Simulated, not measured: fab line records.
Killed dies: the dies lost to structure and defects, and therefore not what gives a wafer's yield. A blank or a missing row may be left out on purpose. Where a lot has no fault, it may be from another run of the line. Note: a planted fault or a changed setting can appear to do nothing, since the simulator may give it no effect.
Matching of chambers | flow n5 finfet | 4 sister chambers for N5_BEOL_M0_SAQP_ETCH_88 on rie diel-06
The step etches underlayer in N2/H2, target depth 6.5 nm, time 5.2 s. 18 wafers are shown with their chamber, then 9 later ones without.

EACH WAFER AND ITS CHAMBER
wafer  | chamber | showerhead plenum p Torr (Torr) | drypump motor current A (A) | throttle valve pct (%)
L077.2 | 3       | 2.64                            | 4.8                         | 17.99
L077.4 | 2       | 2.40                            | 4.6                         | 18.24
L077.6 | 0       | 2.42                            | 4.8                         | 17.99
L082.2 | 0       | 2.42                            | 4.8                         | 18.03
L082.5 | 3       | 2.64                            | 4.8                         | 18.01
L082.6 | 2       | 2.40                            | 4.7                         | 18.23
L083.3 | 2       | 2.40                            | 4.6                         | 18.25
L083.4 | 0       | 2.42                            | 4.8                         | 17.99
L083.5 | 2       | 2.40                            | 4.7                         | 18.24
L085.1 | 0       | 2.42                            | 4.8                         | 18.01
L085.2 | 1       | 2.47                            | 5.8                         | 17.48
L085.6 | 0       | 2.42                            | 4.8                         | 18.04
L086.2 | 3       | 2.63                            | 4.8                         | 18.04
L086.3 | 1       | 2.47                            | 5.8                         | 17.49
L086.6 | 0       | 2.42                            | 4.8                         | 18.04
L091.2 | 0       | 2.41                            | 4.8                         | 18.03
L091.3 | 1       | 2.47                            | 5.8                         | 17.51
L091.6 | 0       | 2.41                            | 4.8                         | 18.02

SIGNATURES (averages over the wafers above)
reading                  | chamber 0 | chamber 1 | chamber 2 | chamber 3 | scatter within a chamber
showerhead plenum p Torr | 2.4175    | 2.4700    | 2.4000    | 2.6367    | 0.00393
drypump motor current A  | 4.800     | 5.800     | 4.650     | 4.800     | 0.0267
throttle valve pct       | 18.0188   | 17.4933   | 18.2400   | 18.0133   | 0.0186
Rule: distance of a wafer from a chamber = root of the sum over the readings of ((wafer's reading minus chamber's mean) / reading's scatter) squared. If the next closest chamber is less than 2 further off than the closest, the wafer can't be placed; otherwise it belongs to the closest. The scatter: take each reading less its chamber's mean, square it, sum over the shown wafers, divide by the number of wafers less the number of chambers, and take the root.

WAFERS WITHOUT THEIR CHAMBER
wafer  | showerhead plenum p Torr (Torr) | drypump motor current A (A) | throttle valve pct (%)
L093.1 | 2.71                            | 4.7                         | 17.91
L093.2 | 2.41                            | 4.8                         | 18.05
L093.5 | 2.71                            | 4.6                         | 17.89
L095.1 | 2.41                            | 4.8                         | 18.06
L095.3 | 2.63                            | 4.8                         | 18.06
L095.4 | 2.71                            | 4.7                         | 17.90
L096.1 | 2.41                            | 4.8                         | 18.08
L096.3 | 2.47                            | 5.8                         | 17.49
L096.4 | 2.63                            | 4.8                         | 18.06

WHICH CHAMBER EACH ONE RAN IN
wafer  | from the rows above | in truth
L093.1 | 3                   | 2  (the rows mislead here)
L093.2 | 0                   | 0
L093.5 | 3                   | 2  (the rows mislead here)
L095.1 | 0                   | 0
L095.3 | 3                   | 3
L095.4 | 3                   | 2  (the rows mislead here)
L096.1 | 0                   | 0
L096.3 | 1                   | 1
L096.4 | 3                   | 3
Placed correctly: 6 of 9. Can't be placed from these rows: 0. Placed wrongly: 3.
